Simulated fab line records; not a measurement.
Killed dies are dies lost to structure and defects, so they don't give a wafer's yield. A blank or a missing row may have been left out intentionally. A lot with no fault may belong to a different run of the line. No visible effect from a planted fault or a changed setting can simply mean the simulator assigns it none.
Code-filled problem report in 8D (eight disciplines) form / flow nand harc / the parts of the form that need people (team, actions taken, sign-off) are left out

## 1. PROBLEM STATEMENT
Mean of thk nm at NHARC_A_ONON_D1_THK_MEAS_11: 1440 nm across 6 wafers in 2 lots; on wafers with no fault it is 1001 nm (standard deviation 11). Measured from the usual mean, that is +40 standard deviations.
The step: measures by ellipsometry.
Earliest sighting: wafer L892.2 on film metro-01 at day 10 21:45. The record has a number at this step for 42 wafers belonging to 14 lots. By rule, "out" or "out of limits" means more than 4 standard deviations away from the usual mean. The other wafers with a number count as sound.

## 2. WHAT IT IS, AND WHAT IT ISN'T
question=which readings at this step | is=thk nm | is not=-
question=which lots | is=L892, L894 | is not=L886, L887, L888, L899, L900, L901, L903, L904, L905, L906, L907, L908
question=which wafers of those lots | is=all that have a number | is not=-
question=read on which gauges | is=film metro-01, film metro-02 | is not=-
question=when | is=from day 10 21:45 | is not=up to then (9 sound wafers); but 27 sound wafers of L899, L900, L901, L903, L904, L905, L906, L907, L908 came after

## 3. SUSPECTS, AND WHAT RULES EACH OUT
Counting: a tool stays on the suspect list if, at a process step up to the reading, it processed all lots that are out and no sound lot following the first of them.
- the gauge at NHARC_A_ONON_D1_THK_MEAS_11 is ruled out. Those wafers that are out were read across 2 gauges (film metro-01, film metro-02).
- rie diel-13 at NHARC_A_ZERO_WELL_DESCUM_12 (chemistry O2, time 3 s): ruled out as a lasting fault. The sound lots L899, L901, L903, L904, L906, L905 went through it after L892, its earliest lot that is out (day 9 22:09).
- pecvd onon-01 at NHARC_A_ONON_D1_DEP_09 (target thk 1000 nm): ruled out as a lasting fault. The sound lots L901, L904, L905, L907, L908 went through it after L892, its earliest lot that is out (day 10 21:18).
Left after counting: nothing in the record.

## 4. THE CAUSE (what the simulator had put in)
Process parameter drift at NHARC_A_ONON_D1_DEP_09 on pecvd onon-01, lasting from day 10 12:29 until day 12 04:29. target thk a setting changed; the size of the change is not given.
Counting ruled it out, wrongly: the rule takes a fault to strike every lot that its tool runs from its start on, and this one did not.

## 5. THE CHAIN OF EFFECTS, in route order
Rows list readings where the struck wafers' mean (over those with a number) sits beyond 3 standard deviations from the usual. Only readings whose record carries a usual standard deviation are examined. hours: median over the lots of the time between each lot's start at the first step of this table that gives one and its start at this step. sigmas: the change, counted in usual standard deviations.
hours=0; step=NHARC_A_ONON_D1_THK_MEAS_11; reading=thk nm; usual=1001 nm; on struck wafers=1440; change=+439; sigmas=+40

## 6. HOW IT WOULD HAVE BEEN CAUGHT EARLIER
In this record the first reading out of limits at a measuring or inspecting step was taken at day 10 21:45, 9 hours after the fault began at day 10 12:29.
